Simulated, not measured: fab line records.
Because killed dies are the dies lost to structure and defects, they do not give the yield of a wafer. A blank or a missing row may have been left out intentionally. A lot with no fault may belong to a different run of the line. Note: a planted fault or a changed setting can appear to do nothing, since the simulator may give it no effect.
Problem report, 8D (eight disciplines) form, completed by code -- flow nand_harc -- the parts of the form that need people (team, actions taken, sign-off) are left out

## 1. THE ISSUE
killed_at_periphery at NHARC_END_SORT_01 reads a mean of 604 on 6 wafers of 2 lots; wafers without a fault read 4 with a standard deviation of 3.1. That is +99 or more standard deviations from the usual mean.
First seen on wafer L410.2, day 31 09:43, on prober-02. The record holds 9 wafers of 3 lots with a number at this step. Rule for "out", or "out of limits": more than 4 standard deviations from the usual mean. Any other wafer with a number is counted as sound.

## 2. WHAT IT IS, AND WHAT IT ISN'T
question,is,is not
which readings at this step,"killed_at_periphery, killed_dies","killed_at_array, killed_at_other, killed_open, killed_short"
which lots,"L409, L410",L401
which wafers of those lots,all that have a number,-
read on which gauges,"prober-01, prober-02",-
when,from day 31 09:43,up to then (3 sound wafers)

## 3. THE SUSPECTS, EACH WITH WHAT RULES IT OUT
Counting: a tool at any process step up to the reading remains a suspect when it ran all the lots that are out and ran no sound lot after the first of those.
- the gauge at NHARC_END_SORT_01 is ruled out. Those wafers that are out were read across 2 gauges (prober-01, prober-02).
- wet_bench-03 at NHARC_P_ZERO_WELL_STRIP_56 (strips in SPM, time 840 s): kept. All lots that are out passed through it, beginning with L409 at day 8 18:23, and no sound lot followed; its final sound lot before that point was L401 at day 5 10:37.
The count leaves wet_bench-03 at NHARC_P_ZERO_WELL_STRIP_56.

## 4. THE CAUSE (what the simulator had put in)
At NHARC_P_ZERO_WELL_STRIP_56, the step was skipped entirely on wet_bench-03 from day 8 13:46 on. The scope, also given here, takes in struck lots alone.
The count eliminated every tool but this one.

## 5. THE CHAIN OF EFFECTS, in route order
Each row: a reading whose mean over the struck wafers that have a number lies more than 3 standard deviations from the usual. Only readings whose record carries a usual standard deviation are examined. hours: median over the lots of the time between each lot's start at the first step of this table that gives one and its start at this step. sigmas: the change, counted in usual standard deviations.
hours,step,reading,usual,on struck wafers,change,sigmas
0,NHARC_END_SORT_01,killed_at_periphery,4,604,+600,+99 or more
0,NHARC_END_SORT_01,killed_dies,64,677,+613,+34
Readings that are blank on the struck wafers while sound wafers have them: bath_guard_temp_C at NHARC_P_ZERO_WELL_STRIP_56; bath_heat_duty_pct at NHARC_P_ZERO_WELL_STRIP_56.

## 6. HOW IT WOULD HAVE BEEN CAUGHT EARLIER
In this record the first reading out of limits at a measuring or inspecting step was taken at day 31 09:43, 548 hours after the fault began at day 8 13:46.
At NHARC_P_ZERO_WELL_STRIP_56 the tool's readings are blank on the struck wafers, where sound wafers have them: an empty tool record is the first sign, and it was there at once.
The start of NHARC_P_ZERO_WELL_STRIP_56 on wet_bench-03 came by day 31 09:43 for every one of the lots that are out (2). Holding the tool at that point would not have protected any of them.
